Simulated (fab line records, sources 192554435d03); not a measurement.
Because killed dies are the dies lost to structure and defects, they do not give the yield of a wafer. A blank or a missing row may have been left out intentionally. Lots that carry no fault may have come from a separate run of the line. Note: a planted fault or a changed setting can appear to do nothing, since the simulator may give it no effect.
fab line records | flow n5Finfet
record lots=5 wafers=15 lastDay=18
route steps=1938 shown BEOL_M9@1427
lots that met no fault: taken from a fault-free run of the same line
startH: hours from the record's first day to the start of the lot's first wafer shown | waitH: how many hours have passed since the lot's step before this one | " same as the row above | L1.1+2: several wafers, shown together as one row | - no value, or no start given | * or withheld: withheld | < > ~ a bound
route shown NAME@n: a module of which the file shows steps, and the number in the route of the first | usual: the fault-free wafers' mean and standard deviation | same: alike in all rows | chamber/n: place in a boat | sites: per-site readings | _std_site: the values' standard deviation | _edge_site: inner sites' mean taken away from outer sites' mean | radiusMm: how far each site lies from the wafer's centre | mask NAME#n: copy n | behind: tool/chamber where the wafer was last shaped | hold: why the lot was held/for how many hours/how that ended | device: the transistor (n, p or np) that didn't switch | end of line: the same wafers' tests at the end of the route | for a step that has no rows: nothing shown but its recipe | killed: the dies lost at the first sort to structure and to defects; this is not the yield of the wafer | map: shows each die of a wafer: x if killed, . if not, _ if none is there
set.NAME: the setting that was run; set.NAME@STEP: the one run at that earlier step | model.NAME: the simulator's own value behind a step, which no gauge read
certain route steps with their lots: each step a table, each wafer a row
services: a tool's chamber out of use, with start hour (startH, from the record's first day; less than 0 if before it), hours out, and reason
## steps
# step N5_BEOL_M9_COAT_75
# recipe resist=underlayer tempC=205 timeS=60 spinRpm=1500 resistThkNm=5
# step N5_BEOL_M9_COAT_22
# recipe resist=CAR-EUV spinRpm=1500 resistThkNm=30
# step N5_BEOL_M9_EBR_24
# recipe solvent=PGMEA ebrWidthMm=1.5
# step N5_BEOL_M9_SOFTBAKE_23
# recipe tempC=110 timeS=60 resist=CAR-EUV
# step N5_BEOL_M9_EXPOSE_25
# recipe maskId=V8 na=0.33 sourceShape=annular sigmaInner=0.4 sigmaOuter=0.8 polarization=unpolarized doseMj=37.25
# step N5_BEOL_M9_PEB_26
# recipe pebTempC=100 pebTimeS=60 resist=CAR-EUV
# step N5_BEOL_M9_DEVELOP_27
# recipe developTimeS=30 developer=TMAH resist=CAR-EUV rinseLiquid=surfactantRinse dry=airSpin devTempC=23
# step N5_BEOL_M9_CD_MEAS_28
# recipe targetCdNm=70 landingEnergyEv=500 detector=seInlens polarity=opening
# usual cdNm=70.02/0.23
# columns lot.wafer tool chamber startH waitH cdNm
L130.1 cdSem-01 0 252.20 - 69.89
L130.3 " 0 " " 69.84
L130.4 " 0 " " 69.96
L133.3 cdSem-01 0 274.59 - 70.05
L133.4 " 0 " " 69.79
L133.6 " 0 " " 69.93
L132.3 cdSem-01 0 281.81 - 69.93
L132.5 " 0 " " 69.84
L132.6 " 0 " " 69.54
L135.1 cdSem-01 0 284.73 - 69.76
L135.2 " 0 " " 69.93
L135.4 " 0 " " 70.30
L148.3 cdSem-02 0 368.18 - 69.80
L148.4 " 0 " " 69.93
L148.6 " 0 " " 69.85
# step N5_BEOL_M9_OVL_MEAS_29
# recipe pointsPerWafer=522
# usual V8_OVL=-0.5/0.71
# columns lot.wafer tool chamber startH waitH V8_OVL[nm]
L130.1 overlay-02 0 252.23 0.0 -0.6
L130.3 " 0 " " -1.0
L130.4 " 0 " " 0.2
L133.3 overlay-01 0 274.63 0.0 -0.8
L133.4 " 0 " " -0.3
L133.6 " 0 " " 1.1
L132.3 overlay-01 0 281.85 0.0 -0.6
L132.5 " 0 " " -1.1
L132.6 " 0 " " -0.9
L135.1 overlay-02 0 284.76 0.0 -0.6
L135.2 " 0 " " -1.4
L135.4 " 0 " " -0.7
L148.3 overlay-02 0 368.22 0.0 -1.1
L148.4 " 0 " " -2.4
L148.6 " 0 " " -0.8
# step N5_BEOL_M9_INSPECT_30
# recipe mode=adi inspectInstrument=brightfield
# usual rawDefectCount=420/86
# columns lot.wafer tool chamber startH waitH rawDefectCount
L130.1 defectInspect-01 - 252.29 0.1 395
L130.3 " - " " 387
L130.4 " - " " 405
L133.3 defectInspect-01 - 274.68 0.0 373
L133.4 " - " " 324
L133.6 " - " " 402
L132.3 defectInspect-02 - 281.90 0.0 407
L132.5 " - " " 547
L132.6 " - " " 638
L135.1 defectInspect-01 - 284.82 0.1 481
L135.2 " - " " 375
L135.4 " - " " 486
L148.3 defectInspect-01 - 368.26 0.0 396
L148.4 " - " " 415
L148.6 " - " " 347
# step N5_BEOL_M9_DESCUM_33
# recipe chemistry=O2 timeS=7 sourcePowerW=50 biasPowerW=20 pressureMtorr=20 rfFrequencyHz=2.712e+07 tempC=40 resist=CAR-EUV o2FlowSccm=225
# usual biasPowerW=20.01/0.057 drypumpMotorCurrentA=5.7/0.37 o2FlowSccm=224.9/0.68 oesProductAu=0.77/0.085 rfVppV=243.1/1.4 showerheadPlenumPTorr=2.08/0.066 throttleValvePct=20.52/0.2
# columns lot.wafer tool chamber startH waitH biasPowerW drypumpMotorCurrentA o2FlowSccm oesProductAu rfHoursCounterH rfVppV showerheadPlenumPTorr throttleValvePct
L130.1 rieDiel-05 2 252.69 0.4 19.98 6.2 225.0 0.93 21 242.1 2.05 20.38
L130.3 " 1 " " 19.99 5.4 224.9 0.89 48 244.3 2.13 20.20
L130.4 " 0 " " 20.05 5.8 225.4 0.68 224 242.9 2.07 20.34
L133.3 rieDiel-03 2 274.71 0.0 20.07 5.7 224.5 0.68 230 240.6 1.98 20.58
L133.4 " 3 " " 20.00 5.5 225.3 0.70 199 243.4 2.17 20.61
L133.6 " 1 " " 20.04 5.7 225.2 0.71 - 244.2 2.07 20.76
L132.3 rieDiel-02 2 282.07 0.2 19.99 6.1 225.4 0.84 85 241.6 2.03 20.48
L132.5 " 0 " " 20.12 4.8 223.3 0.94 - 243.5 2.14 20.43
L132.6 " 1 " " 19.98 5.6 226.1 0.73 - 241.0 2.00 20.74
L135.1 rieDiel-03 2 284.86 0.0 20.00 5.7 225.2 0.68 233 242.3 1.98 20.58
L135.2 " 0 " " 20.03 5.9 224.6 0.79 123 244.0 2.18 20.43
L135.4 " 3 " " 20.00 5.5 223.1 0.69 203 245.4 2.17 20.62
L148.3 rieDiel-05 1 368.69 0.4 19.93 5.4 224.7 0.82 98 242.2 2.12 20.27
L148.4 " 2 " " 19.91 6.2 224.8 0.85 66 240.6 2.03 20.45
L148.6 " 1 " " 20.06 5.3 223.7 0.82 - 242.2 2.12 20.28
# step N5_BEOL_M9_ETCH_76
# recipe chemistry=N2/H2 target=underlayer targetDepthA=65 maskMaterial=CAR-EUV timeS=5.2 ionEnergyEv=200 pressureMtorr=30 sourceW=840 biasW=150 n2FlowSccm=200 h2FlowSccm=200 ends=cleared
# usual drypumpMotorCurrentA=5.7/0.37 etchRfOnTimeS=5.20/0.082 oesProductAu=0.65/0.072 rfVppV=523.5/2.8 showerheadPlenumPTorr=2.53/0.084 throttleValvePct=17.98/0.24
# columns lot.wafer tool chamber startH waitH drypumpMotorCurrentA etchRfOnTimeS oesProductAu rfHoursCounterH rfVppV showerheadPlenumPTorr throttleValvePct
L130.1 rieDiel-05 2 252.73 0.0 6.2 5.11 0.79 21 520.8 2.49 17.72
L130.3 " 1 " " 5.3 5.20 0.74 48 527.5 2.59 17.63
L130.4 " 0 " " 5.8 5.45 0.58 224 525.0 2.51 17.78
L133.3 rieDiel-03 2 274.75 0.0 5.7 5.24 0.58 230 518.6 2.41 18.01
L133.4 " 3 " " 5.5 5.30 0.58 199 527.1 2.63 18.02
L133.6 " 1 " " 5.7 5.25 0.60 - 521.4 2.52 18.35
L132.3 rieDiel-02 2 282.10 0.0 6.1 5.07 0.71 85 521.5 2.46 17.92
L132.5 " 0 " " 4.8 5.10 0.79 - 527.1 2.59 17.77
L132.6 " 1 " " 5.6 5.21 0.62 - 520.8 2.43 18.17
L135.1 rieDiel-03 2 284.89 0.0 5.7 5.24 0.58 233 520.5 2.41 18.00
L135.2 " 0 " " 6.0 5.15 0.66 123 528.3 2.67 18.09
L135.4 " 3 " " 5.6 5.31 0.58 203 526.7 2.63 18.03
L148.3 rieDiel-05 1 368.73 0.0 5.3 5.16 0.70 98 527.5 2.57 17.73
L148.4 " 2 " " 6.2 5.08 0.74 66 522.2 2.47 17.83
L148.6 " 1 " " 5.4 5.17 0.70 - 524.5 2.57 17.72
# step N5_BEOL_M9_ETCH_65
# recipe chemistry=CF4 target=SiARC targetDepthA=156 maskMaterial=CAR-EUV timeS=26 ionEnergyEv=80 pressureMtorr=40 sourceW=545 biasW=36 Ar_flow_sccm=100 cf4FlowSccm=100 ends=cleared
# usual drypumpMotorCurrentA=5.7/0.37 etchRfOnTimeS=26.0/0.37 oesProductAu=0.65/0.071 rfVppV=184.0/1.2 showerheadPlenumPTorr=2.13/0.066 throttleValvePct=15.70/0.24
# columns lot.wafer tool chamber startH waitH drypumpMotorCurrentA etchRfOnTimeS oesProductAu rfHoursCounterH rfVppV showerheadPlenumPTorr throttleValvePct
L130.1 rieDiel-05 2 252.75 0.0 6.2 25.3 0.80 21 184.2 2.10 15.55
L130.3 " 1 " " 5.3 25.7 0.76 48 184.4 2.17 15.29
L130.4 " 0 " " 5.8 26.2 0.58 224 182.8 2.12 15.52
L133.3 rieDiel-03 2 274.76 0.0 5.7 26.5 0.57 230 181.6 2.04 15.83
L133.4 " 3 " " 5.5 26.5 0.59 199 186.2 2.21 15.78
L133.6 " 1 " " 5.8 26.0 0.61 - 183.7 2.12 15.99
L132.3 rieDiel-02 2 282.12 0.0 6.1 25.8 0.71 85 182.0 2.08 15.61
L132.5 " 0 " " 4.8 25.6 0.80 - 183.8 2.18 15.51
L132.6 " 1 " " 5.6 26.2 0.63 - 184.5 2.04 15.82
L135.1 rieDiel-03 2 284.91 0.0 5.7 26.1 0.58 233 183.2 2.04 15.83
L135.2 " 0 " " 5.9 25.9 0.67 123 185.3 2.24 15.69
L135.4 " 3 " " 5.5 26.6 0.59 203 185.6 2.21 15.81
L148.3 rieDiel-05 1 368.74 0.0 5.3 25.9 0.70 98 184.9 2.16 15.37
L148.4 " 2 " " 6.2 32.7 0.64 66 184.8 2.09 15.65
L148.6 " 1 " " 5.3 26.0 0.70 - 184.7 2.16 15.38
# step N5_BEOL_M9_ETCH_66
# recipe chemistry=N2/H2 target=SOC targetDepthA=800 overetchA=160 maskMaterial=SiARC tempC=40 timeS=120 ionEnergyEv=200 pressureMtorr=30 sourceW=840 biasW=150 n2FlowSccm=200 h2FlowSccm=200
# usual drypumpMotorCurrentA=5.7/0.37 oesProductAu=0.59/0.061 rfVppV=523.3/2.5 showerheadPlenumPTorr=2.53/0.083 throttleValvePct=17.94/0.24
# columns lot.wafer tool chamber startH waitH drypumpMotorCurrentA oesProductAu rfHoursCounterH rfVppV showerheadPlenumPTorr throttleValvePct
L130.1 rieDiel-05 2 252.77 0.0 6.2 0.70 21 522.2 2.49 17.69
L130.3 " 1 " " 5.4 0.67 48 525.1 2.59 17.62
L130.4 " 0 " " 5.8 0.53 224 522.2 2.51 17.73
L133.3 rieDiel-03 2 274.79 0.0 5.7 0.52 230 520.3 2.41 17.97
L133.4 " 3 " " 5.5 0.53 199 527.6 2.63 17.98
L133.6 " 1 " " 5.8 0.54 - 522.8 2.52 18.29
L132.3 rieDiel-02 2 282.15 0.0 6.1 0.63 85 520.8 2.47 17.84
L132.5 " 0 " " 4.8 0.71 - 525.2 2.59 17.75
L132.6 " 1 " " 5.6 0.56 - 521.2 2.43 18.13
L135.1 rieDiel-03 2 284.94 0.0 5.7 0.52 233 519.8 2.41 17.96
L135.2 " 0 " " 5.9 0.60 123 525.5 2.66 18.01
L135.4 " 3 " " 5.5 0.53 203 526.7 2.63 18.00
L148.3 rieDiel-05 1 368.77 0.0 5.4 0.62 98 523.9 2.57 17.69
L148.4 " 2 " " 6.2 0.65 66 522.8 2.47 17.79
L148.6 " 1 " " 5.4 0.62 - 524.5 2.57 17.70
## services
# columns tool chamber startH hours kind
rieDiel-05 1 229.85 2.6 repair
rieDiel-02 - 241.35 2.8 pm
rieDiel-05 0 249.90 1.2 repair
rieDiel-02 3 250.98 4.4 repair
rieDiel-03 3 251.86 6.5 repair
rieDiel-05 2 281.14 7.1 repair
rieDiel-02 0 294.77 12.3 repair
rieDiel-03 1 312.30 15.5 repair
rieDiel-05 3 315.21 3.1 repair
rieDiel-05 0 321.37 - clean
rieDiel-05 0 321.37 - consumableReplace:focusRing
rieDiel-05 0 321.37 26.0 scheduledDown
rieDiel-05 0 321.37 26.0 ventCycle
rieDiel-02 2 322.19 4.5 repair
rieDiel-03 - 327.21 28.1 pm
rieDiel-05 - 329.22 0.3 repair
rieDiel-02 - 332.96 1.8 repair
rieDiel-02 0 350.85 2.9 repair
rieDiel-03 2 358.60 - clean
rieDiel-03 2 358.60 - consumableReplace:focusRing
rieDiel-03 2 358.60 - consumableReplace:showerhead
rieDiel-03 2 358.60 21.6 scheduledDown
rieDiel-03 2 358.60 21.6 ventCycle
rieDiel-02 - 368.45 4.3 pm
## key
firstSign step=N5_BEOL_M9_ETCH_65 reading=etchRfOnTimeS direction=up sigmas=18 usual=* struck=*
effect none on later readings
metAt N5_BEOL_M9_ETCH_65
struckWafers L148.4
onsetBetween 252.75 368.74
fault kind=processParameterDrift tool=rieDiel-05 chamber=2 onsetH=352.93 steps=N5_BEOL_M9_ETCH_65 channel=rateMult offset=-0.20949 shape=step endH=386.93
